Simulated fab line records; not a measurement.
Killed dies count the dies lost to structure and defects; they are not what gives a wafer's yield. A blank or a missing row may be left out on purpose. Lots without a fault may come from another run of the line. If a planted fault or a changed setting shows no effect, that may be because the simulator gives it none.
Chamber matching || flow n5-finfet || N5_BEOL_M0_ALD_136 on ald-metal-01: 4 sister chambers
The step deposits TaN, pulse time 2 s, purge time 3 s, co reactant purge time 2 s. 14 wafers are shown with their chamber, then 7 later ones without.

## WAFERS PAIRED WITH THEIR CHAMBERS
{"wafer": "L075.1", "chamber": 1, "heater-power-w (W)": 530}
{"wafer": "L075.2", "chamber": 0, "heater-power-w (W)": 445}
{"wafer": "L075.3", "chamber": 3, "heater-power-w (W)": 351}
{"wafer": "L080.1", "chamber": 1, "heater-power-w (W)": 528}
{"wafer": "L080.3", "chamber": 0, "heater-power-w (W)": 442}
{"wafer": "L080.5", "chamber": 0, "heater-power-w (W)": 449}
{"wafer": "L086.1", "chamber": 2, "heater-power-w (W)": 434}
{"wafer": "L086.3", "chamber": 3, "heater-power-w (W)": 348}
{"wafer": "L086.5", "chamber": 1, "heater-power-w (W)": 534}
{"wafer": "L084.2", "chamber": 2, "heater-power-w (W)": 441}
{"wafer": "L084.5", "chamber": 3, "heater-power-w (W)": 353}
{"wafer": "L084.6", "chamber": 0, "heater-power-w (W)": 447}
{"wafer": "L087.2", "chamber": 1, "heater-power-w (W)": 524}
{"wafer": "L087.4", "chamber": 0, "heater-power-w (W)": 452}

SIGNATURES (averages over the wafers above)
{"reading": "heater-power-w", "chamber 0": 447.00, "chamber 1": 529.00, "chamber 2": 437.50, "chamber 3": 350.67, "scatter within a chamber": 3.84}
Rule: a wafer lies at a distance from a chamber equal to the root of the sum of squares, over the readings, of (its reading less the chamber's mean, divided by the reading's scatter). If the next closest chamber is less than 2 further off than the closest, the wafer can't be placed; otherwise it belongs to the closest. The scatter: the root of (the sum of the squares of (reading less its chamber's mean) over the shown wafers, divided by (wafers less chambers)).

## WAFERS WHOSE CHAMBER IS MISSING
{"wafer": "L087.5", "heater-power-w (W)": 533}
{"wafer": "L094.1", "heater-power-w (W)": 536}
{"wafer": "L094.4", "heater-power-w (W)": 438}
{"wafer": "L094.5", "heater-power-w (W)": 450}
{"wafer": "L097.1", "heater-power-w (W)": 526}
{"wafer": "L097.3", "heater-power-w (W)": 440}
{"wafer": "L097.5", "heater-power-w (W)": 528}

## EACH ONE'S CHAMBER
{"wafer": "L087.5", "from the rows above": 1, "in truth": 1}
{"wafer": "L094.1", "from the rows above": 1, "in truth": 1}
{"wafer": "L094.4", "from the rows above": 2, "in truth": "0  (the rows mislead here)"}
{"wafer": "L094.5", "from the rows above": 0, "in truth": 0}
{"wafer": "L097.1", "from the rows above": 1, "in truth": 1}
{"wafer": "L097.3", "from the rows above": "can't be placed: 2 or 0", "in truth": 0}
{"wafer": "L097.5", "from the rows above": 1, "in truth": 1}
Placed correctly: 5 of 7. From these rows, 1 cannot be placed; in 1 the true chamber is one of the candidates. Placed wrongly: 1.
